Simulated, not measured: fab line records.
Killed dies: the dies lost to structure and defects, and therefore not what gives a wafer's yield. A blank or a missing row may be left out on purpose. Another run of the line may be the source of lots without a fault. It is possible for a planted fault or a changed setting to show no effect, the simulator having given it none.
fab line records	flow nandHarc
[record] lots = 5	wafers = 15	lastDay = 33
route steps=1302 shown A_CONTACT@992 END@1302
lots untouched by any fault: they come from a run of this same line in which no faults occurred
startH: hours from the record's first day to the start of the lot's first wafer shown	waitH: hours elapsed since this lot's preceding step	" identical to the entry in the row above	L1.1+2: a single row standing in for several wafers	- no value, or no start given	* or withheld: withheld	< > ~ a bound
route shown NAME@n: names a module that has steps shown in the file, with the first one's number in the route	usual: the fault-free wafers' mean and standard deviation	same: alike in all rows	chamber/n: place in a boat	sites: readings site by site	_std_site: standard deviation of those values	_edge_site: the outer-site mean with the inner-site mean subtracted	radiusMm: for every site, how far away it sits from the centre of the wafer	mask NAME#n: copy n	behind: the last tool/chamber to shape the wafer	hold: cause of the lot's hold/its duration in hours/its outcome	device: the n, p or np transistor that did not switch	end of line: the tests these same wafers got at the end of their route	a step given without rows: its recipe and nothing more	killed: at the first sort, the dies lost to defects and structure; wafer yield is something else	map: dies across one wafer; x = killed, . = not, _ = none there
set.NAME: the setting the step ran with; set.NAME@STEP: the setting that earlier step ran with	model.NAME: the simulator's own value behind a step, which no gauge read
certain route steps with their lots: each step a table, each wafer a row
services: a tool's chamber out of use, with start hour (startH, from the record's first day; less than 0 if before it), hours out, and reason
[[steps]]
[step NHARC_A_CONTACT_SOFTBAKE_37]
[recipe] tempC = 105	timeS = 55
[step NHARC_A_CONTACT_EBR_38]
[step NHARC_A_CONTACT_EXPOSE_39]
[recipe] na = 1.35	sigmaOuter = 0.8	doseMj = 58.79	maskId = A_CC_3
[step NHARC_A_CONTACT_PEB_40]
[recipe] pebTempC = 100	pebTimeS = 65
[step NHARC_A_CONTACT_DEVELOP_41]
[recipe] developTimeS = 35	devTempC = 23
[step NHARC_A_CONTACT_CD_MEAS_42]
[recipe] targetCdNm = 300	landingEnergyEv = 500
[usual] cdNm = 300.0/0.6
lot.wafer	tool	chamber	startH	waitH	cdNm
L839.1	cdSem-01	0	505.38	-	299.4
L839.2	"	0	"	"	299.7
L839.6	"	0	"	"	299.7
L843.1	cdSem-02	0	546.74	-	299.9
L843.2	"	0	"	"	300.6
L843.4	"	0	"	"	300.1
L852.2	cdSem-03	0	634.19	-	299.3
L852.4	"	0	"	"	299.1
L852.5	"	0	"	"	300.2
L859.1	cdSem-02	0	720.49	-	299.8
L859.2	"	0	"	"	300.6
L859.4	"	0	"	"	301.0
L860.1	cdSem-01	0	720.64	-	300.5
L860.2	"	0	"	"	300.4
L860.5	"	0	"	"	300.3
[step NHARC_A_CONTACT_OVL_MEAS_43]
[usual] overlayXNm = -0.1/0.77	overlayYNm = 0.1/0.88
lot.wafer	tool	chamber	startH	waitH	overlayXNm	overlayYNm
L839.1	overlay-02	-	505.47	-	0.0	-0.9
L839.2	"	-	"	"	0.1	-0.6
L839.6	"	-	"	"	-0.2	-0.7
L843.1	overlay-01	-	546.83	-	0.4	0.5
L843.2	"	-	"	"	0.0	0.4
L843.4	"	-	"	"	-0.3	1.0
L852.2	overlay-01	-	634.27	-	0.6	-0.7
L852.4	"	-	"	"	0.6	0.2
L852.5	"	-	"	"	-0.1	-0.4
L859.1	overlay-02	-	720.58	-	0.2	-0.4
L859.2	"	-	"	"	-0.5	-0.2
L859.4	"	-	"	"	-0.2	-0.9
L860.1	overlay-02	-	720.73	-	-0.8	-0.8
L860.2	"	-	"	"	-1.0	-0.7
L860.5	"	-	"	"	-0.7	-0.8
[step NHARC_A_CONTACT_INSPECT_44]
[usual] rawDefectCount = 89/39
lot.wafer	tool	chamber	startH	waitH	rawDefectCount
L839.1	defectInspect-01	-	505.51	0.0	103
L839.2	"	-	"	"	99
L839.6	"	-	"	"	101
L843.1	defectInspect-01	-	546.87	0.0	73
L843.2	"	-	"	"	78
L843.4	"	-	"	"	65
L852.2	defectInspect-01	-	634.31	0.0	133
L852.4	"	-	"	"	135
L852.5	"	-	"	"	124
L859.1	defectInspect-01	-	720.61	0.0	94
L859.2	"	-	"	"	88
L859.4	"	-	"	"	82
L860.1	defectInspect-02	-	720.77	0.0	64
L860.2	"	-	"	"	54
L860.5	"	-	"	"	53
[step NHARC_A_CONTACT_DESCUM_47]
[recipe] timeS = 3	o2FlowSccm = 200	arFlowSccm = 0	biasPowerW = 0	chemistry = O2
[usual] drypumpMotorCurrentA = 5.7/0.47	mfcArSccm = 0.013/0.016	oesProductAu = 0.997/0.011	rfVppV = 57.8/0.89	showerheadPlenumPTorr = 1.94/0.068	throttleValvePct = 11.311/0.0084
[same] biasPowerW = 0	timeS = 3
lot.wafer	tool	chamber	startH	waitH	drypumpMotorCurrentA	mfcArSccm	oesProductAu	rfHoursCounterH	rfVppV	showerheadPlenumPTorr	throttleValvePct
L839.2	rieDiel-13	2	505.57	0.1	4.8	0.008	0.991	27	55.8	1.86	11.314
L839.1	"	3	"	"	5.3	0	1.005	27	57.2	2.01	11.298
L839.6	"	2	"	"	4.9	0.008	0.996	-	58.4	1.86	11.311
L843.2	rieDiel-13	3	546.93	0.1	5.3	0	0.982	4	58.5	2.01	11.312
L843.4	"	0	"	"	6.1	0.024	1.011	4	58.5	1.93	11.291
L843.1	"	1	"	"	6.2	0.042	0.989	5	57.5	1.90	11.311
L852.4	rieDiel-13	3	634.39	0.1	5.3	0	0.979	16	59.2	2.00	11.322
L852.2	"	0	"	"	6.1	0.024	1.009	15	59.3	1.93	11.324
L852.5	"	2	"	"	4.9	0.008	1.005	-	57.2	1.86	11.326
L859.4	rieDiel-13	2	720.67	0.1	4.9	0.008	1.000	1	58.1	1.85	11.317
L859.2	"	3	"	"	5.3	0	1.003	1	57.0	2.00	11.318
L859.1	"	1	"	"	6.1	0.042	0.979	1	58.4	1.90	11.312
L860.2	rieDiel-08	0	720.83	0.1	6.3	0	0.992	56	56.8	1.90	11.310
L860.1	"	1	"	"	5.9	0	0.987	57	57.6	2.02	11.300
L860.5	"	1	"	"	5.9	0	0.993	-	58.1	2.02	11.307
[step NHARC_A_CONTACT_ETCH_48]
[recipe] targetDepthA = 390	overEtchFrac = 0.3	timeS = 65	ionEnergyEv = 80	cf4FlowSccm = 150	arFlowSccm = 0	rfW = 300	biasW = 100	chemistry = CF4
[usual] drypumpMotorCurrentA = 5.7/0.46	mfcArSccm = 0.014/0.016	oesProductAu = 0.998/0.01	rfVppV = 151.5/1	runLengthS = 86.4/0.52	showerheadPlenumPTorr = 1.79/0.059	throttleValvePct = 13.284/0.0091
[same] timeS = 65
lot.wafer	tool	chamber	startH	waitH	drypumpMotorCurrentA	mfcArSccm	oesProductAu	rfHoursCounterH	rfVppV	runLengthS	showerheadPlenumPTorr	throttleValvePct
L839.2	rieDiel-13	2	505.65	0.1	4.9	0.008	0.992	27	149.8	86.3	1.73	13.308
L839.1	"	3	"	"	5.3	0	0.996	27	151.1	85.5	1.85	13.281
L839.6	"	3	"	"	5.3	0	0.994	-	151.9	85.7	1.85	13.314
L843.1	rieDiel-13	3	547.02	0.1	5.3	0	0.984	4	152.4	85.7	1.85	13.293
L843.4	"	0	"	"	6.1	0.024	1.015	4	150.8	86.9	1.79	13.285
L843.2	"	1	"	"	6.1	0.042	0.988	5	152.7	87.6	1.76	13.278
L852.2	rieDiel-13	1	634.46	0.1	6.1	0.042	0.999	15	150.9	87.9	1.76	13.288
L852.4	"	2	"	"	4.8	0.008	0.999	20	149.0	86.3	1.72	13.291
L852.5	"	1	"	"	6.1	0.042	0.999	-	150.3	87.2	1.76	13.287
L859.4	rieDiel-13	3	720.76	0.1	5.3	0	1.000	1	153.3	85.6	1.84	13.283
L859.1	"	0	"	"	6.1	0.024	1.020	1	151.8	86.5	1.78	13.280
L859.2	"	1	"	"	6.1	0.042	0.993	1	151.1	87.1	1.75	13.298
L860.1	rieDiel-08	3	720.92	0.1	5.8	0	1.007	52	153.2	86.5	1.86	13.276
L860.2	"	0	"	"	6.2	0	0.993	56	150.4	86.4	1.76	13.294
L860.5	"	3	"	"	5.8	0	0.998	-	152.3	86.0	1.86	13.284
[step NHARC_A_CONTACT_ETCH_49]
[recipe] targetDepthA = 2600	overEtchFrac = 0.3	timeS = 475.3	ionEnergyEv = 200	n2FlowSccm = 150	h2FlowSccm = 150	arFlowSccm = 0	rfW = 400	biasW = 150	chemistry = N2/H2
[usual] drypumpMotorCurrentA = 5.7/0.46	mfcArSccm = 0.015/0.016	oesProductAu = 0.998/0.011	rfVppV = 431.2/2.2	runLengthS = 496.7/0.53	showerheadPlenumPTorr = 2.06/0.075	throttleValvePct = 14.171/0.0094
[same] timeS = 475.3
lot.wafer	tool	chamber	startH	waitH	drypumpMotorCurrentA	mfcArSccm	oesProductAu	rfHoursCounterH	rfVppV	runLengthS	showerheadPlenumPTorr	throttleValvePct
L839.1	rieDiel-13	1	-	-	6.1	0.042	0.979	28	431.7	498.0	2.03	14.163
L839.2	"	3	"	"	5.3	0	0.999	27	432.8	496.2	2.14	14.173
L839.6	"	0	"	"	6.2	0.024	0.997	-	431.0	496.7	2.06	14.167
L843.1	rieDiel-13	2	-	-	4.9	0.008	0.996	6	428.8	496.4	1.98	14.168
L843.4	"	3	"	"	5.3	0	0.980	4	434.8	495.9	2.14	14.176
L843.2	"	0	"	"	6.1	0.024	1.009	4	430.8	496.7	2.06	14.161
L852.4	rieDiel-13	3	-	-	5.3	0	0.982	16	432.2	496.3	2.14	14.178
L852.2	"	0	"	"	6.1	0.024	1.010	15	431.0	497.3	2.06	14.190
L852.5	"	1	"	"	6.1	0.042	1.000	-	429.5	497.5	2.03	14.175
L859.4	rieDiel-13	0	-	-	6.2	0.024	1.020	1	431.6	496.7	2.05	14.153
L859.2	"	1	"	"	6.1	0.042	0.984	1	428.8	497.4	2.02	14.176
L859.1	"	2	"	"	4.9	0.008	1.013	1	429.7	496.8	1.97	14.178
L860.2	rieDiel-08	1	-	-	5.9	0	0.991	57	432.1	496.7	2.16	14.182
L860.1	"	2	"	"	5.6	0	0.995	51	430.1	496.5	2.02	14.176
L860.5	"	0	"	"	6.2	0	0.996	-	429.6	496.7	2.03	14.171
[step NHARC_A_CONTACT_ETCH_50]
[recipe] targetDepthA = 1210	timeS = 60.5	cf4FlowSccm = 100	chf3FlowSccm = 30	arFlowSccm = 0	rfW = 500	biasW = 200	chemistry = CF4/CHF3
[usual] drypumpMotorCurrentA = 5.7/0.45	mfcArSccm = 0.014/0.016	oesProductAu = 0.956/0.022	rfVppV = 371.2/1.9	runLengthS = 81.9/0.53	showerheadPlenumPTorr = 1.59/0.054	throttleValvePct = 16.803/0.0087
[same] timeS = 60.5
lot.wafer	tool	chamber	startH	waitH	drypumpMotorCurrentA	mfcArSccm	oesProductAu	rfHoursCounterH	rfVppV	runLengthS	showerheadPlenumPTorr	throttleValvePct
L839.2	rieDiel-13	1	-	-	6.1	0.042	0.959	28	371.1	82.9	1.57	16.805
L839.1	"	2	"	"	4.9	0.008	0.952	27	368.8	81.9	1.53	16.787
L839.6	"	1	"	"	6.1	0.042	0.956	-	371.4	83.0	1.57	16.811
L843.2	rieDiel-13	1	-	-	6.1	0.042	0.984	5	370.9	83.3	1.57	16.798
L843.4	"	2	"	"	4.8	0.008	0.971	6	367.9	81.7	1.53	16.802
L843.1	"	3	"	"	5.3	0	0.940	4	372.9	81.2	1.65	16.797
L852.2	rieDiel-13	0	-	-	6.1	0.024	0.990	16	371.8	82.0	1.59	16.812
L852.4	"	2	"	"	4.9	0.008	0.957	20	369.1	82.1	1.53	16.804
L852.5	"	3	"	"	5.3	0	0.963	-	372.8	81.2	1.64	16.798
L859.4	rieDiel-13	0	-	-	6.1	0.024	0.996	1	370.7	82.2	1.58	16.807
L859.1	"	1	"	"	6.1	0.042	0.968	1	370.4	82.6	1.56	16.799
L859.2	"	2	"	"	4.9	0.008	0.977	1	368.6	82.1	1.53	16.783
L860.1	rieDiel-08	1	-	-	5.9	0	0.922	58	372.4	81.8	1.66	16.800
L860.2	"	2	"	"	5.6	0	0.913	51	371.1	81.2	1.56	16.805
L860.5	"	1	"	"	5.9	0	0.916	-	371.5	81.6	1.66	16.802
[step NHARC_A_CONTACT_ETCH_51]
[recipe] targetDepthA = 70000	overEtchFrac = 0.3	timeS = 1820	ionEnergyEv = 150	o2FlowSccm = 400	cosFlowSccm = 20	arFlowSccm = 0	rfW = 500	biasW = 300	chemistry = O2/COS
[usual] drypumpMotorCurrentA = 5.7/0.48	mfcArSccm = 0.014/0.016	oesProductAu = 0.998/0.011	rfVppV = 314.6/1.8	runLengthS = 1841.4/0.55	showerheadPlenumPTorr = 3.15/0.11	throttleValvePct = 28.330/0.0086
lot.wafer	tool	chamber	startH	waitH	drypumpMotorCurrentA	mfcArSccm	oesProductAu	rfHoursCounterH	rfVppV	runLengthS	showerheadPlenumPTorr	throttleValvePct
L839.1	rieDiel-13	1	506.18	-	6.1	0.042	0.977	28	313.1	1842.3	3.11	28.323
L839.2	"	2	"	"	4.9	0.008	0.982	27	312.1	1841.2	3.04	28.328
L839.6	"	2	"	"	4.9	0.008	0.992	-	312.0	1842.1	3.04	28.320
L843.1	rieDiel-13	2	547.54	-	4.9	0.008	1.003	7	312.9	1841.2	3.04	28.308
L843.4	"	0	"	"	6.2	0.024	1.007	4	314.1	1842.3	3.15	28.332
L843.2	"	1	"	"	6.1	0.042	1.000	5	314.8	1842.0	3.11	28.319
L852.4	rieDiel-13	0	635.30	-	6.1	0.024	1.000	16	313.2	1244.1	3.15	28.329
L852.2	"	1	"	"	6.1	0.042	0.992	16	314.7	1842.4	3.10	28.328
L852.5	"	3	"	"	5.3	0	0.972	-	316.5	1840.7	3.26	28.333
L859.4	rieDiel-13	2	721.28	-	4.9	0.008	1.011	2	313.6	1841.4	3.03	28.329
L859.1	"	3	"	"	5.3	0	1.003	2	315.1	1840.6	3.25	28.327
L859.2	"	0	"	"	6.2	0.024	1.012	1	313.9	1842.0	3.14	28.333
L860.2	rieDiel-08	3	721.58	-	5.8	0	1.011	53	315.9	1841.4	3.29	28.317
L860.1	"	1	"	"	5.9	0	0.991	58	317.4	1841.5	3.28	28.325
L860.5	"	3	"	"	5.8	0	1.012	-	317.5	1841.0	3.29	28.336
[step NHARC_A_CONTACT_ETCH_111]
[recipe] sourceW = withheld	pressureMtorr = 20	biasV = withheld	timeS = 140	targetDepthA = 7000	arFlowSccm = withheld	c4f8FlowSccm = withheld	o2FlowSccm = withheld	chemistry = C4F8/O2/Ar
[usual] runLengthS = 141.4/0.41
[same] timeS = 140
lot.wafer	tool	chamber	startH	waitH	rfHoursCounterH	runLengthS
L839.2	harCapEtch-03	1	507.40	-	43	141.2
L839.1	"	0	"	"	43	141.0
L839.6	"	1	"	"	-	141.7
L843.2	harCapEtch-03	1	548.75	-	53	141.7
L843.1	"	0	"	"	53	141.5
L843.4	"	1	"	"	-	141.2
L852.2	harCapEtch-03	0	636.44	-	65	141.3
L852.4	"	0	"	"	-	141.0
L852.5	"	0	"	"	-	141.5
L859.2	harCapEtch-03	0	722.49	-	81	141.2
L859.1	"	1	"	"	81	142.0
L859.4	"	1	"	"	-	141.6
L860.1	harCapEtch-02	1	722.67	-	123	141.1
L860.2	"	0	"	"	123	141.8
L860.5	"	0	"	"	-	141.3
[step NHARC_END_SORT_01]
[recipe] tempC = 25
[usual] killedAtArray = 57/19	killedAtOther = 0.9/1.1	killedAtPeriphery = 4.0/2.6	killedDies = 62/19	killedOpen = 3.3/1.8	killedShort = 2.4/1.7
[same] grossDies = 677
lot.wafer	tool	chamber	startH	waitH	hold	killedAtArray	killedAtOther	killedAtPeriphery	killedDies	killedOpen	killedShort
L839.1	prober-01	0	587.86	2.5	-	64	1	2	67	3	1
L839.2	prober-01	0	588.65	2.8	-	68	0	2	70	2	3
L839.6	prober-01	0	591.85	4.0	-	66	0	3	69	2	5
L843.1	prober-01	0	618.14	2.5	-	61	1	1	63	1	1
L843.2	prober-01	0	618.96	2.8	-	40	2	1	43	0	0
L843.4	prober-01	0	620.59	3.4	-	48	1	2	51	2	2
L852.2	prober-02	0	711.71	2.8	awaitDispo/3.5h/release	77	0	2	79	1	2
L852.4	prober-02	0	713.29	3.4	awaitDispo/3.5h/release	673	1	3	677	9	4
L852.5	prober-02	0	714.08	3.7	awaitDispo/3.5h/release	91	0	1	92	5	0
L860.1	prober-02	0	796.58	2.5	-	52	1	6	59	2	4
L860.2	prober-02	0	797.40	2.8	-	37	1	2	40	7	2
L860.5	prober-02	0	799.84	3.8	-	37	1	2	40	6	2
// killed by level:class
L839.1 A_SLIT:chamberFilmFlake=29 A_CHANNEL_HOLE_D2:chamberFilmFlake=28 A_ZERO_WELL:chamberFilmFlake=2 P_GATE:geometricParticle:open=1 P_CONTACT:geometricParticle:open=1 A_CHANNEL_HOLE_D1:geometricParticle:open=1 A_CHANNEL_HOLE_D2:geometricParticle:short=1 A_CHANNEL_HOLE_D1:chamberFilmFlake=1
L839.2 A_CHANNEL_HOLE_D2:chamberFilmFlake=36 A_SLIT:chamberFilmFlake=17 A_STAIRCASE:chamberFilmFlake=4 A_CONTACT:chamberFilmFlake=4 A_WL_FILL:chamberFilmFlake=2 P_M0:geometricParticle:short=1 A_ONON_D1:geometricParticle:short=1 A_CHANNEL_FILL_D1:geometricParticle:short=1
L839.6 A_CHANNEL_HOLE_D2:chamberFilmFlake=35 A_SLIT:chamberFilmFlake=18 A_CHANNEL_FILL_D1:chamberFilmFlake=3 A_CONTACT:chamberFilmFlake=2 P_STI:chamberFilmFlake=2 P_M0:geometricParticle:short=1 A_DECK1_JOINT:geometricParticle:short=1 A_DECK1_JOINT:geometricParticle:open=1
L843.1 A_CHANNEL_HOLE_D1:chamberFilmFlake=36 A_CHANNEL_HOLE_D2:chamberFilmFlake=15 A_CONTACT:chamberFilmFlake=5 A_BONDPAD:chamberFilmFlake=4 P_CONTACT:geometricParticle:open=1 A_CHANNEL_FILL_D1:geometricParticle:short=1 THIN_TSV:chamberFilmFlake=1
L843.2 A_CHANNEL_HOLE_D1:chamberFilmFlake=26 A_CHANNEL_HOLE_D2:chamberFilmFlake=8 A_CONTACT:chamberFilmFlake=3 A_BONDPAD:chamberFilmFlake=3 THIN_TSV:chamberFilmFlake=2 P_GATE:chamberFilmFlake=1
L843.4 A_CHANNEL_HOLE_D1:chamberFilmFlake=33 A_CHANNEL_HOLE_D2:chamberFilmFlake=6 A_BONDPAD:chamberFilmFlake=4 P_M0:geometricParticle:open=1 A_CHANNEL_FILL_D2:geometricParticle:short=1 A_WL_FILL:geometricParticle:short=1 A_M0:geometricParticle:open=1 P_GATE:chamberFilmFlake=1
L852.2 A_CHANNEL_HOLE_D2:chamberFilmFlake=24 A_CHANNEL_HOLE_D1:chamberFilmFlake=23 A_SLIT:chamberFilmFlake=18 A_M1:chamberFilmFlake=4 A_CONTACT:chamberFilmFlake=3 A_STAIRCASE:chamberFilmFlake=2 P_CONTACT:geometricParticle:open=1 A_ONON_D1:geometricParticle:short=1
L852.4 A_CONTACT:areaEtch=590 A_CHANNEL_HOLE_D1:chamberFilmFlake=26 A_CHANNEL_HOLE_D2:chamberFilmFlake=22 A_SLIT:chamberFilmFlake=14 A_M1:chamberFilmFlake=4 A_CONTACT:chamberFilmFlake=3 A_CHANNEL_FILL_D2:geometricParticle:short=2 A_M0:geometricParticle:open=2
L852.5 A_SLIT:chamberFilmFlake=33 A_CHANNEL_HOLE_D1:chamberFilmFlake=30 A_CHANNEL_HOLE_D2:chamberFilmFlake=11 A_STAIRCASE:chamberFilmFlake=4 A_CONTACT:chamberFilmFlake=4 A_M0:geometricParticle:open=2 A_WL_FILL:chamberFilmFlake=2 A_M1:chamberFilmFlake=2
L860.1 A_SLIT:chamberFilmFlake=39 A_CONTACT:chamberFilmFlake=6 A_CHANNEL_HOLE_D2:chamberFilmFlake=3 P_M0:geometricParticle:open=2 A_DECK1_JOINT:geometricParticle:short=2 P_STI:chamberFilmFlake=2 P_CONTACT:geometricParticle:short=1 P_M0:geometricParticle:short=1
L860.2 A_SLIT:chamberFilmFlake=21 A_CONTACT:chamberFilmFlake=6 A_CHANNEL_FILL_D2:geometricParticle:open=2 P_CONTACT:geometricParticle:open=1 P_M0:geometricParticle:open=1 A_ONON_D1:geometricParticle:open=1 A_CHANNEL_FILL_D1:geometricParticle:open=1 A_CHANNEL_HOLE_D2:geometricParticle:open=1
L860.5 A_SLIT:chamberFilmFlake=16 A_CONTACT:chamberFilmFlake=7 A_BONDPAD:chamberFilmFlake=3 A_M0:geometricParticle:open=2 P_STI:chamberFilmFlake=2 A_ONON_D1:geometricParticle:open=1 A_CHANNEL_FILL_D1:geometricParticle:open=1 A_ONON_D2:geometricParticle:open=1
// map L852.4 (x killed, . not)
____________x____________
_________xxxxxxx_________
_______xxxxxxxxxxx_______
______xxxxxxxxxxxxx______
_____xxxxxxxxxxxxxxx_____
____xxxxxxxxxxxxxxxxx____
____xxxxxxxxxxxxxxxxx____
___xxxxxxxxxxxxxxxxxxx___
___xxxxxxxxxxxxxxxxxxx___
__xxxxxxxxxxxxxxxxxxxxx__
__xxxxxxxxxxxxxxxxxxxxx__
_xxxxxxxxxxxxxxxxxxxxxxx_
_xxxxxxxxxxxxxxxxxxxxxxx_
_xxxxxxxxxxxxxxxxxxxxxxx_
_xxxxxxxxxxxxxxxxxxxxxxx_
_xxxxxxxxxxxxxxxxxxxxxxx_
xxxxxxxxxxxxxxxxxxxxxxxxx
xxxxxxxxxxxxxxxxxxxxxxxxx
xxxxxxxxxxxxxxxxxxxxxxxxx
xxxxxxxxxxxxxxxxxxxxxxxxx
xxxxxxxxxxxxxxxxxxxxxxxxx
_xxxxxxxxxxxxxxxxxxxxxxx_
_xxxxxxxxxxxxxxxxxxxxxxx_
_xxxxxxxxxxxxxxxxxxxxxxx_
_xxxxxxxxxxxxxxxxxxxxxxx_
_xxxxxxxxxxxxxxxxxxxxxxx_
__xxxxxxxxxxxxxxxxxxxxx__
__xxxxxxxxxxxxxxxxxxxxx__
___xxxxxxxxxxxxxxxxxxx___
___xxxxxxxxxxxxxxxxxxx___
____xxxxxxxxxxxxxxxxx____
____xxxxxxxxxxxxxxxxx____
_____xxxxxxxxxxxxxxx_____
______xxxxxxxxxxxxx______
_______xxxxxxxxxxx_______
_________xxxxxxx_________
____________x____________
// map L843.1 (x killed, . not)
____________.____________
_________......._________
_______..........._______
______.............______
_____..............._____
____.................____
____..............x..____
___...................___
___...................___
__.....................__
__.x...................__
_.x...x................._
_..x...x................_
_..xx.xxx..............._
_.xx.xxxx..............._
_.xxxxx..x.......x......_
...xxxxx........x........
...x.xxx........x.x......
....xxxx.xx..............
...xx.xxxx..........x....
....xxxxx................
_....x..x......x........_
_.....x................._
_....x.................._
_...........x..........._
_......................._
__.....................__
__...........x.........__
___.........x.........___
___...................___
____.................____
____........x........____
_____..............._____
______.............______
_______..........._______
_________......._________
____________.____________
[[services]]
tool	chamber	startH	hours	kind
rieDiel-13	0	497.47	1.3	repair
rieDiel-13	1	498.04	-	clean
rieDiel-13	2	498.04	-	clean
rieDiel-13	3	498.04	-	clean
rieDiel-08	3	509.73	6.1	repair
rieDiel-13	-	519.00	9.0	pm
rieDiel-13	0	519.00	9.0	ventCycle
rieDiel-13	1	519.00	9.0	ventCycle
rieDiel-13	2	519.00	9.0	ventCycle
rieDiel-13	3	519.00	9.0	ventCycle
rieDiel-13	0	528.00	-	clean
rieDiel-13	1	528.00	-	clean
rieDiel-13	2	528.00	-	clean
rieDiel-13	3	528.00	-	clean
rieDiel-13	0	533.95	6.5	repair
rieDiel-08	-	545.00	9.0	pm
rieDiel-13	0	552.50	-	clean
rieDiel-13	1	552.50	-	clean
rieDiel-13	1	565.20	13.9	repair
rieDiel-08	3	607.24	8.4	repair
rieDiel-08	2	676.71	10.0	repair
rieDiel-13	-	696.00	9.0	pm
rieDiel-08	0	697.54	2.6	repair
rieDiel-08	-	722.23	9.0	pm
[[key]]
[firstSign] step = NHARC_A_CONTACT_ETCH_51	reading = runLengthS	direction = down	sigmas = 99+	usual = *	struck = *
[effect] step = NHARC_END_SORT_01	reading = killedDies	direction = up	sigmas = 33	usual = 62	struck = 677
[moreKillsBornAt] NHARC_A_CONTACT_ETCH_51@rieDiel-13 = 590
metAt NHARC_A_CONTACT_ETCH_51
struckWafers L852.4
laterRowsLeftOut L852.4
testerLeftOut L852
onsetBetween 547.54 635.30
[fault] kind = processParameterDrift	tool = rieDiel-13	chamber = 0	onsetH = 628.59	steps = NHARC_A_CONTACT_ETCH_51	channel = timeS	offset = *	shape = step	endH = 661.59	actsIn = *	stated = *
// testerLeftOut: of these lots the tester's yield and bins aren't shown, on N5 and GAA mostly nor the transistor test; their killed dies are dies lost to structure and defects alone, not to doping, threshold or leakage, so they don't give the yield
// laterRowsLeftOut: the simulator's readings of these wafers behind a module that went badly wrong aren't trusted and aren't shown, but for the sort
